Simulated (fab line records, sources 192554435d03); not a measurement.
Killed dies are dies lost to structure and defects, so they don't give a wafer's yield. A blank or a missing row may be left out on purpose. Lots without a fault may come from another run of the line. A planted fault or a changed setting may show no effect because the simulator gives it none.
Chamber matching | flow n5_finfet | N5_BEOL_M13_ETCH_38 on rie_diel-04: 4 sister chambers
The step etches SiCN in CF4/N2, target depth 67.5 nm, time 71.9 s. 22 wafers are shown with their chamber, then 11 later ones without.

WAFERS WITH THEIR CHAMBER
wafer  | chamber | showerhead_plenum_p_Torr (Torr) | drypump_motor_current_A (A) | oes_product_au (a.u.)
L075.2 | 3       | 2.34                            | 5.7                         | 0.89
L075.3 | 0       | 2.19                            | 5.1                         | 0.75
L075.4 | 3       | 2.34                            | 5.7                         | 0.89
L077.1 | 1       | 2.32                            | 5.9                         | 0.82
L077.2 | 0       | 2.19                            | 5.1                         | 0.75
L077.3 | 3       | 2.33                            | 5.7                         | 0.89
L079.1 | 0       | 2.19                            | 5.1                         | 0.75
L079.4 | 2       | 2.34                            | 5.6                         | 0.87
L079.5 | 3       | 2.33                            | 5.7                         | 0.88
L080.2 | 2       | 2.34                            | 5.6                         | 0.86
L080.3 | 3       | 2.33                            | 5.7                         | 0.88
L080.6 | 2       | 2.34                            | 5.6                         | 0.86
L083.1 | 0       | 2.19                            | 5.1                         | 0.74
L083.2 | 3       | 2.33                            | 5.7                         | 0.87
L083.6 | 3       | 2.33                            | 5.7                         | 0.87
L082.2 | 2       | 2.34                            | 5.6                         | 0.86
L082.3 | 3       | 2.33                            | 5.7                         | 0.87
L082.5 | 1       | 2.32                            | 5.8                         | 0.82
L084.2 | 0       | 2.19                            | 5.1                         | 0.74
L084.3 | 1       | 2.32                            | 5.8                         | 0.82
L084.6 | 1       | 2.32                            | 5.9                         | 0.82
L086.3 | 3       | 2.33                            | 5.7                         | 0.85

SIGNATURES (means of the wafers above)
reading                  | chamber 0 | chamber 1 | chamber 2 | chamber 3 | scatter within a chamber
showerhead_plenum_p_Torr | 2.1900    | 2.3200    | 2.3400    | 2.3322    | 0.00294
drypump_motor_current_A  | 5.100     | 5.850     | 5.600     | 5.700     | 0.0236
oes_product_au           | 0.7460    | 0.8200    | 0.8625    | 0.8767    | 0.00941
Rule: a wafer's distance from a chamber is the root of the sum, over the readings, of the square of ((its reading less the chamber's mean) divided by the reading's scatter). The wafer belongs to the nearest chamber; if the next one is less than 2 further off, it can't be placed. The scatter: the root of (the sum of the squares of (reading less its chamber's mean) over the shown wafers, divided by (wafers less chambers)).

WAFERS WITHOUT THEIR CHAMBER
wafer  | showerhead_plenum_p_Torr (Torr) | drypump_motor_current_A (A) | oes_product_au (a.u.)
L086.5 | 2.18                            | 5.1                         | 0.72
L086.6 | 2.33                            | 5.7                         | 0.85
L091.2 | 2.33                            | 5.6                         | 0.84
L091.3 | 2.33                            | 5.7                         | 0.85
L091.6 | 2.18                            | 5.1                         | 0.72
L092.1 | 2.18                            | 5.1                         | 0.72
L092.2 | 2.33                            | 5.5                         | 0.82
L092.5 | 2.31                            | 5.9                         | 0.80
L096.2 | 2.18                            | 5.1                         | 0.72
L096.5 | 2.18                            | 5.1                         | 0.72
L096.6 | 2.33                            | 5.6                         | 0.81

WHICH CHAMBER EACH WENT THROUGH
wafer  | from the rows above     | in truth
L086.5 | 0                       | 0
L086.6 | 3                       | 3
L091.2 | can't be placed: 2 or 3 | 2
L091.3 | 3                       | 3
L091.6 | 0                       | 0
L092.1 | 0                       | 0
L092.2 | 2                       | 2
L092.5 | 1                       | 1
L096.2 | 0                       | 0
L096.5 | 0                       | 0
L096.6 | can't be placed: 2 or 3 | 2
Placed correctly: 9 of 11. Can't be placed from these rows: 2 (the true chamber is among the candidates in 2). Placed wrongly: 0.
